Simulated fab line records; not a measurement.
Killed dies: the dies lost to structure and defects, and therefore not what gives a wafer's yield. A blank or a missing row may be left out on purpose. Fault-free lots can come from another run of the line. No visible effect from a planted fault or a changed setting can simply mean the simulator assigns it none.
fab line records	flow n5_finfet
[record] lots = 7	wafers = 39
route steps=1938 shown BEOL_M7@1308
start_h: the number of hours between the record's first day and the start of the first shown wafer of the lot	wait_h: hours from the lot's prior step to this one	" identical to the entry in the row above	L1.1+2: a row that stands for several wafers	- either no value or no given start	* or withheld: withheld	< > ~ a bound
route shown NAME@n: a module of which the file shows steps, and the number in the route of the first	usual: the fault-free wafers' mean and standard deviation	same: alike in all rows	chamber/n: place in a boat	sites: per-site readings	_std_site: standard deviation of those values	_edge_site: outer sites' mean less inner sites'	radius_mm: how far each site lies from the wafer's centre	mask NAME#n: copy n	behind: the last tool/chamber to shape the wafer	hold: the reason the lot was held/the length of the hold in hours/how it ended	device: names the non-switching transistor (n, p or np)	end of line: tests run on the same wafers once the route is complete	a step without rows: its recipe alone	killed: the dies lost at the first sort to structure and to defects; this is not the yield of the wafer	map: shows each die of a wafer: x if killed, . if not, _ if none is there
set.NAME: the run value of the setting; set.NAME@STEP: its run value at that earlier step	model.NAME: the simulator's own value behind a step, which no gauge read
lots whose settings were changed on purpose; a table a step, a row a wafer
[[steps]]
[step N5_BEOL_M7_TRENCH_ETCH_37]
[recipe] chemistry = C4F6/O2	target_depth_a = 934.78	target = SiCOH_lowk	time_s = 31.2	ion_energy_ev = 250	pressure_mtorr = 30	source_w = 345	bias_w = 185	Ar_flow_sccm = 300	C4F6_flow_sccm = 10	O2_flow_sccm = 10
lot.wafer	tool	chamber	start_h	wait_h	set.time_s	model.etch.depth_nm	model.BEOL_M7.feature_depth_nm	model.TiN_of_BEOL_M7_HM_DEP_02.thk_nm
L076.1	rie_diel-02	1	-	-	31.2	93.52	93.6	17.4
L076.2	"	3	"	"	31.2	91.9	91.8	17.6
L076.3	"	0	"	"	31.2	91.19	91.2	17.6
L076.4	"	2	"	"	40.61	122.5	122.6	16.6
L076.5	"	2	"	"	40.61	122.2	122.2	16.8
L076.6	"	1	"	"	40.61	122.3	122.4	16.6
L078.1	rie_diel-06	1	-	-	14.06	41.9	42	18.8
L078.2	"	3	"	"	31.2	94.12	94.2	17.4
L078.3	"	0	"	"	14.06	42.9	43	19
L078.4	"	2	"	"	14.06	41.3	41.4	18.6
L078.5	"	1	"	"	31.2	93.63	93.6	17.4
L078.6	"	0	"	"	31.2	94.16	94.2	17.4
L085.1	rie_diel-02	3	-	-	40.34	120	120	16.6
L085.2	"	1	"	"	31.2	94.5	94.4	17.6
L085.3	"	2	"	"	31.2	94.93	95	17.2
L085.4	"	0	"	"	31.2	92.64	92.6	17.2
L085.5	"	2	"	"	40.34	122.2	122.2	16.4
L085.6	"	1	"	"	40.34	121.3	121.4	16.6
L089.1	rie_diel-01	3	-	-	15.96	48.12	48.2	18.8
L089.2	"	0	"	"	15.96	47.4	47.4	19
L089.3	"	2	"	"	31.2	94.79	94.8	17.6
L089.4	"	1	"	"	31.2	91.86	91.8	17.4
L089.5	"	1	"	"	15.96	47.17	47.2	18.8
L089.6	"	0	"	"	31.2	92.72	92.8	17.6
L093.1	rie_diel-06	1	-	-	31.2	92.71	92.8	17.6
L093.2	"	0	"	"	31.2	93.92	94	17.6
L093.3	"	3	"	"	25.84	76.86	76.8	17.8
L093.4	"	0	"	"	25.84	78.21	78.2	18
L093.5	"	1	"	"	25.84	76.06	76	18.2
L093.6	"	3	"	"	31.2	94.71	94.8	17.4
L094.1	rie_diel-01	1	-	-	31.2	91.81	91.8	17.2
L094.2	"	0	"	"	31.2	91.87	91.8	17.4
L094.3	"	2	"	"	45.19	137.2	137.2	16.2
L094.4	"	3	"	"	45.19	136.7	136.8	16.2
L094.5	"	2	"	"	31.2	94.44	94.4	17.2
L094.6	"	1	"	"	45.19	134.4	134.4	16.2
L096.1	rie_diel-01	3	-	-	31.2	92.88	92.8	17.2
L096.2	"	0	"	"	31.2	91.44	91.4	17.4
L096.5	"	3	"	"	31.2	92.76	92.8	17
[step N5_BEOL_M7_ETCH_41]
[recipe] chemistry = CH3F/O2	target = SiCN	target_depth_a = 319	taper_deg = 2	time_s = 57.8	ion_energy_ev = 120	mask_material = TiN	pressure_mtorr = 30	source_w = 395	bias_w = 75	Ar_flow_sccm = 150	CH3F_flow_sccm = 30	O2_flow_sccm = 20
[step N5_BEOL_M7_STRIP_80]
[recipe] chemistry = N2/H2	time_s = 10	power_w = 450	temp_c = 40	pressure_mtorr = 20	rf_frequency_hz = 6e+07	bias_power_w = 7	n2_flow_sccm = 200	h2_flow_sccm = 200
[step N5_BEOL_M7_OCD_MEAS_38]
[usual] trench_depth_nm = 93.2/1.3
lot.wafer	tool	chamber	start_h	wait_h	set.time_s@BEOL_M7_TRENCH_ETCH_37	trench_depth_nm
L076.1	ocd-01	-	206.69	-	31.2	93.5
L076.2	"	-	"	"	31.2	91.7
L076.3	"	-	"	"	31.2	91.0
L076.4	"	-	"	"	40.61	121.9
L076.5	"	-	"	"	40.61	122.0
L076.6	"	-	"	"	40.61	122.1
L078.1	ocd-02	-	225.23	-	14.06	41.6
L078.2	"	-	"	"	31.2	94.3
L078.3	"	-	"	"	14.06	43.1
L078.4	"	-	"	"	14.06	41.6
L078.5	"	-	"	"	31.2	93.1
L078.6	"	-	"	"	31.2	94.4
L085.1	ocd-02	-	256.54	-	40.34	120.2
L085.2	"	-	"	"	31.2	94.4
L085.3	"	-	"	"	31.2	94.9
L085.4	"	-	"	"	31.2	93.1
L085.5	"	-	"	"	40.34	122.2
L085.6	"	-	"	"	40.34	121.3
L089.1	ocd-01	-	282.43	-	15.96	48.2
L089.2	"	-	"	"	15.96	47.7
L089.3	"	-	"	"	31.2	94.7
L089.4	"	-	"	"	31.2	91.6
L089.5	"	-	"	"	15.96	46.9
L089.6	"	-	"	"	31.2	92.7
L093.1	ocd-01	-	325.08	-	31.2	92.1
L093.2	"	-	"	"	31.2	93.8
L093.3	"	-	"	"	25.84	77.1
L093.4	"	-	"	"	25.84	77.9
L093.5	"	-	"	"	25.84	75.9
L093.6	"	-	"	"	31.2	94.9
L094.1	ocd-01	-	330.72	-	31.2	91.3
L094.2	"	-	"	"	31.2	92.0
L094.3	"	-	"	"	45.19	136.6
L094.4	"	-	"	"	45.19	136.8
L094.5	"	-	"	"	31.2	94.4
L094.6	"	-	"	"	45.19	134.0
L096.1	ocd-01	-	339.54	-	31.2	93.0
L096.2	"	-	"	"	31.2	91.2
L096.5	"	-	"	"	31.2	92.2
[step N5_BEOL_M7_HM_STRIP_39]
[recipe] chemistry = peroxide_tin_strip	material = TiN	target_depth_a = 250	temp_c = 50	time_s = 158
[step N5_BEOL_M7_SRD_40]
[recipe] time_s = 30	temp_c = 23	rinse_liquid = diw	dry = ipa_marangoni
[step N5_BEOL_M7_ECD_50]
[recipe] material = Cu	target_thk_a = 3000
[step N5_BEOL_M7_ANNEAL_51]
[recipe] temp_c = 225	time_s = 90	ambient = N2
[step N5_BEOL_M7_CMP_52]
[recipe] stop_on = SiCOH_lowk	t_overpolish_s = 6.9	down_force_psi = 1	platen_rpm = 50	clearing_platen_down_force_psi = 1.5	clearing_platen_rpm = 50	post_cmp_clean = cu_alkaline	target_thk_nm = 80	clearing_platen_pad_velocity_m_s = 0.99484	pad_velocity_m_s = 0.99484
lot.wafer	tool	chamber	start_h	wait_h	set.time_s@BEOL_M7_TRENCH_ETCH_37	model.Cu_of_BEOL_M7_ECD_50.thk_nm
L076.4	cmp-01	2	208.79	0.1	40.61	107.6
L076.1	"	3	"	"	31.2	79.8
L076.2	"	0	"	"	31.2	76.2
L076.3	"	1	"	"	31.2	77.4
L076.6	"	2	"	"	40.61	108.8
L076.5	"	3	"	"	40.61	109.2
L078.1	cmp-03	1	227.00	0.3	14.06	29
L078.4	"	2	"	"	14.06	28
L078.2+5	"	3,2	"	"	31.2	79.8
L078.3	"	0	"	"	14.06	29.2
L078.6	"	1	"	"	31.2	80.4
L085.4	cmp-03	2	258.46	0.1	31.2	79.4
L085.3	"	3	"	"	31.2	80
L085.1	"	0	"	"	40.34	104.8
L085.2	"	1	"	"	31.2	80.2
L085.6	"	2	"	"	40.34	106.8
L085.5	"	3	"	"	40.34	107.2
L089.4	cmp-04	0	286.85	0.1	31.2	78
L089.1	"	1	"	"	15.96	33
L089.3	"	2	"	"	31.2	80.8
L089.2	"	3	"	"	15.96	32.8
L089.5	"	0	"	"	15.96	34.2
L089.6	"	1	"	"	31.2	78.2
L093.4+3	cmp-03	2,0	327.72	0.1	25.84	64.8
L093.1	"	3	"	"	31.2	79.4
L093.2	"	1	"	"	31.2	80
L093.6	"	2	"	"	31.2	81.6
L093.5	"	3	"	"	25.84	62.8
L094.1	cmp-04	3	332.81	0.3	31.2	77.8
L094.3	"	0	"	"	45.19	123.2
L094.2	"	1	"	"	31.2	77.4
L094.4	"	2	"	"	45.19	121.4
L094.6	"	3	"	"	45.19	119.6
L094.5	"	0	"	"	31.2	80.8
L096.2	cmp-01	1	342.63	0.2	31.2	77.4
L096.1	"	3	"	"	31.2	79.4
L096.5	"	1	"	"	31.2	78.8
[step N5_BEOL_M7_THK_MEAS_53]
[recipe] thk_meas_gauge = xrf	reads = Cu_of_BEOL_M7_ECD_50
[usual] M7_THK = 80.1/1.5
lot.wafer	tool	chamber	start_h	wait_h	set.time_s@BEOL_M7_TRENCH_ETCH_37	M7_THK[nm]
L076.1	film_metro-02	-	209.08	-	31.2	80.9
L076.2	"	-	"	"	31.2	77.6
L076.3	"	-	"	"	31.2	78.9
L076.4	"	-	"	"	40.61	109.7
L076.5	"	-	"	"	40.61	111.1
L076.6	"	-	"	"	40.61	111.1
L078.1	film_metro-02	-	227.29	-	14.06	29.0
L078.2	"	-	"	"	31.2	79.3
L078.3	"	-	"	"	14.06	29.2
L078.4	"	-	"	"	14.06	27.8
L078.5	"	-	"	"	31.2	80.4
L078.6	"	-	"	"	31.2	80.6
L085.1	film_metro-02	-	258.76	-	40.34	106.3
L085.2	"	-	"	"	31.2	81.4
L085.3	"	-	"	"	31.2	81.4
L085.4	"	-	"	"	31.2	80.8
L085.5	"	-	"	"	40.34	108.8
L085.6	"	-	"	"	40.34	108.8
L089.1	film_metro-02	-	287.15	-	15.96	33.3
L089.2	"	-	"	"	15.96	33.1
L089.3	"	-	"	"	31.2	81.4
L089.4	"	-	"	"	31.2	78.8
L089.5	"	-	"	"	15.96	34.5
L089.6	"	-	"	"	31.2	78.9
L093.1	film_metro-01	-	328.02	-	31.2	80.3
L093.2	"	-	"	"	31.2	81.1
L093.3	"	-	"	"	25.84	65.7
L093.4	"	-	"	"	25.84	65.8
L093.5	"	-	"	"	25.84	63.7
L093.6	"	-	"	"	31.2	82.5
L094.1	film_metro-02	-	333.10	-	31.2	78.8
L094.2	"	-	"	"	31.2	78.0
L094.3	"	-	"	"	45.19	124.7
L094.4	"	-	"	"	45.19	123.0
L094.5	"	-	"	"	31.2	81.8
L094.6	"	-	"	"	45.19	121.0
L096.1	film_metro-02	-	342.93	-	31.2	79.7
L096.2	"	-	"	"	31.2	77.8
L096.5	"	-	"	"	31.2	79.2
[step N5_BEOL_M7_PRE_CLEAN_55]
[recipe] gas = NH3	time_s = 15	temp_c = withheld	rf_power_w = 300
[step N5_BEOL_M7_DEP_56]
[recipe] material = SiCN	target_thk_a = 100	temp_c = withheld	precursor = 3MS/NH3	pressure_torr = 3	rf_w = 202	time_s = 17.5
[step N5_BEOL_M7_RS_MEAS_57]
[recipe] thk_meas_gauge = four-point-probe	reads = Cu_of_BEOL_M7_ECD_50+Co_of_BEOL_M7_CVD_78+TaN_of_BEOL_M7_ALD_77
[usual] M7_RS = 0.288/0.0059
lot.wafer	tool	chamber	start_h	wait_h	set.time_s@BEOL_M7_TRENCH_ETCH_37	M7_RS[ohm/sq]
L076.1	film_metro-02	-	209.25	0.1	31.2	0.287
L076.2	"	-	"	"	31.2	0.303
L076.3	"	-	"	"	31.2	0.297
L076.4	"	-	"	"	40.61	0.203
L076.5	"	-	"	"	40.61	0.199
L076.6	"	-	"	"	40.61	0.201
L078.1	film_metro-01	-	227.42	0.1	14.06	1.023
L078.2	"	-	"	"	31.2	0.287
L078.3	"	-	"	"	14.06	1.011
L078.4	"	-	"	"	14.06	1.081
L078.5	"	-	"	"	31.2	0.285
L078.6	"	-	"	"	31.2	0.284
L085.1	film_metro-02	-	258.89	0.1	40.34	0.209
L085.2	"	-	"	"	31.2	0.285
L085.3	"	-	"	"	31.2	0.286
L085.4	"	-	"	"	31.2	0.288
L085.5	"	-	"	"	40.34	0.204
L085.6	"	-	"	"	40.34	0.205
L089.1	film_metro-02	-	287.28	0.1	15.96	0.866
L089.2	"	-	"	"	15.96	0.871
L089.3	"	-	"	"	31.2	0.283
L089.4	"	-	"	"	31.2	0.294
L089.5	"	-	"	"	15.96	0.823
L089.6	"	-	"	"	31.2	0.294
L093.1	film_metro-01	-	328.15	0.1	31.2	0.288
L093.2	"	-	"	"	31.2	0.285
L093.3	"	-	"	"	25.84	0.367
L093.4	"	-	"	"	25.84	0.366
L093.5	"	-	"	"	25.84	0.380
L093.6	"	-	"	"	31.2	0.278
L094.1	film_metro-01	-	333.23	0.1	31.2	0.295
L094.2	"	-	"	"	31.2	0.296
L094.3	"	-	"	"	45.19	0.174
L094.4	"	-	"	"	45.19	0.177
L094.5	"	-	"	"	31.2	0.281
L094.6	"	-	"	"	45.19	0.180
L096.1	film_metro-01	-	343.06	0.1	31.2	0.288
L096.2	"	-	"	"	31.2	0.296
L096.5	"	-	"	"	31.2	0.291
[[key]]
[split] step = N5_BEOL_M7_TRENCH_ETCH_37	setting = time_s	stated = 31.2	by = wafer
[response] step = N5_BEOL_M7_TRENCH_ETCH_37	reading = model.etch.depth_nm	change = +0.951	per = 1%	r = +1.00
[response] step = N5_BEOL_M7_TRENCH_ETCH_37	reading = model.BEOL_M7.feature_depth_nm	change = +0.952	per = 1%	r = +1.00
[response] step = N5_BEOL_M7_TRENCH_ETCH_37	reading = model.TiN_of_BEOL_M7_HM_DEP_02.thk_nm	change = -0.0261	per = 1%	r = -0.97
[response] step = N5_BEOL_M7_OCD_MEAS_38	reading = trench_depth_nm	change = +0.948	per = 1%	r = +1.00
[response] step = N5_BEOL_M7_CMP_52	reading = model.Cu_of_BEOL_M7_ECD_50.thk_nm	change = +0.943	per = 1%	r = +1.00
[response] step = N5_BEOL_M7_THK_MEAS_53	reading = M7_THK	change = +0.953	per = 1%	r = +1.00
[response] step = N5_BEOL_M7_RS_MEAS_57	reading = M7_RS	change = -0.00851	per = 1%	r = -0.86
